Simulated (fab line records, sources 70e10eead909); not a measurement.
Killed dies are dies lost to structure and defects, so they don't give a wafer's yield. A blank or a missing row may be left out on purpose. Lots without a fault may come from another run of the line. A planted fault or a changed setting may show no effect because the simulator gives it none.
Chamber matching | flow nand_harc | NHARC_P_M0_DEP_32 on pecvd-03: 3 sister chambers
The step deposits SiCN, target thk 30 nm. 6 wafers are shown with their chamber, then 12 later ones without.

WAFERS WITH THEIR CHAMBER
wafer  | chamber | heater_power_w (W)
L083.5 | 2       | 606
L084.5 | 2       | 641
L085.5 | 0       | 501
L087.3 | 0       | 591
L087.4 | 1       | 524
L087.5 | 1       | 519

WAFERS WITHOUT THEIR CHAMBER
wafer  | heater_power_w (W)
L090.3 | 517
L090.4 | 621
L090.5 | 513
L092.1 | 490
L092.5 | 481
L092.6 | 550
L094.3 | 582
L094.4 | 435
L094.5 | 597
L095.1 | 465
L095.2 | 514
L095.5 | 456

WHICH CHAMBER EACH WENT THROUGH
wafer  | from the rows above          | in truth
L090.3 | can't be placed: 1 or 0      | 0
L090.4 | can't be placed: 2 or 0      | 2
L090.5 | can't be placed: 1 or 0      | 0
L092.1 | can't be placed: 1 or 0      | 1
L092.5 | can't be placed: 1 or 0      | 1
L092.6 | can't be placed: 0 or 1 or 2 | 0
L094.3 | can't be placed: 0 or 2 or 1 | 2
L094.4 | can't be placed: 1 or 0      | 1
L094.5 | can't be placed: 2 or 0 or 1 | 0
L095.1 | can't be placed: 1 or 0      | 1
L095.2 | can't be placed: 1 or 0      | 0
L095.5 | can't be placed: 1 or 0      | 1
Placed correctly: 0 of 12. Can't be placed from these rows: 12 (the true chamber is among the candidates in 12). Placed wrongly: 0.
How it was worked out, from the rows above alone: a wafer's distance from a chamber is the root of the sum, over the readings, of the square of ((its reading less the chamber's mean) divided by the reading's scatter). The wafer belongs to the nearest chamber; if the next one is less than 2 further off, it can't be placed. A chamber's mean is the mean of its shown wafers. The scatter: the root of (the sum of the squares of (reading less its chamber's mean) over the shown wafers, divided by (wafers less chambers)).
